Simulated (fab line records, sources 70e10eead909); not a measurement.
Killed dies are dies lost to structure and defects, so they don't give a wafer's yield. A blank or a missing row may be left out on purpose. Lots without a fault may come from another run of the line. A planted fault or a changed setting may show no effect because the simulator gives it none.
Which tool did it? | flow nand_harc | 6 lots, 18 wafers sampled, at 5 steps of a route of 1302

WHAT THE GAUGES READ, wafer by wafer
NHARC_END_SORT_01.
lot  | measured     | on        | killed_at_array
L689 | day 32 20:53 | prober-01 | 118 25 32

WHICH TOOL RAN EACH LOT (tool, then ch and the chambers of the sampled wafers, then the start)
lot  | NHARC_A_STAIRCASE_TRIM_193         | NHARC_A_BONDPAD_PVD_17                  | NHARC_A_BONDPAD_CMP_19        | NHARC_THIN_TSV_PRE_CLEAN_54
L674 | rie_diel-11 ch 0,1,2, day 17 04:13 | pvd_sputter-01, day 24 00:24 or earlier | cmp-01 ch 1,2,3, day 24 00:24 | pvd_sputter-01, day 24 16:40
L676 | rie_diel-02 ch 0,1,3, day 18 02:06 | pvd_sputter-02, day 25 14:10 or earlier | cmp-01 ch 0,1,3, day 25 14:10 | pvd_sputter-03, day 26 08:00
L678 | rie_diel-13 ch 1,2, day 18 15:47   | pvd_sputter-03, day 25 20:16 or earlier | cmp-02 ch 1,3, day 25 20:16   | pvd_sputter-02, day 26 14:51
L681 | rie_diel-13 ch 0,1,3, day 20 03:25 | pvd_sputter-03, day 27 02:47 or earlier | cmp-03 ch 0,1,2, day 27 02:47 | pvd_sputter-03, day 27 20:27
L689 | rie_diel-13 ch 0,1,2, day 23 22:13 | pvd_sputter-02, day 31 11:09 or earlier | cmp-02 ch 0,2,3, day 31 11:09 | pvd_sputter-02, day 32 07:46
L692 | rie_diel-11 ch 2,3, day 25 00:07   | pvd_sputter-01, day 32 04:17 or earlier | cmp-01 ch 0,1,3, day 32 04:17 | pvd_sputter-02, day 32 21:36
- NHARC_A_STAIRCASE_TRIM_193: chemistry O2, time 211.2 s.
- NHARC_A_BONDPAD_PVD_17: deposits TaN, target thk 5 nm, time 8.06 s.
- NHARC_A_BONDPAD_CMP_19: polishes, t overpolish 30 s, cu recess touch 16 s, target thk 169.82 nm.
- NHARC_THIN_TSV_PRE_CLEAN_54: time 30 s.

THE ANSWER, worked out from the rows above alone
Rule: what is usual is taken from the lots themselves. Put in order of their means at a reading, lots are off if they are a third of the lots or fewer, leave a main group of 4 or more, and stand apart from it by a gap of 3 or more times the standard deviation of the main group's means; of several such gaps the widest counts. A main group whose means are all the same, to the digits that the tables above print for the reading, isn't used. A lot without any number at a reading at which 4 lots or more have one is off too. The other lots that the step has rows for count as sound.
No lot is off at any reading shown: from this, nothing can be told.

WHAT THE SIMULATOR HAD PUT IN
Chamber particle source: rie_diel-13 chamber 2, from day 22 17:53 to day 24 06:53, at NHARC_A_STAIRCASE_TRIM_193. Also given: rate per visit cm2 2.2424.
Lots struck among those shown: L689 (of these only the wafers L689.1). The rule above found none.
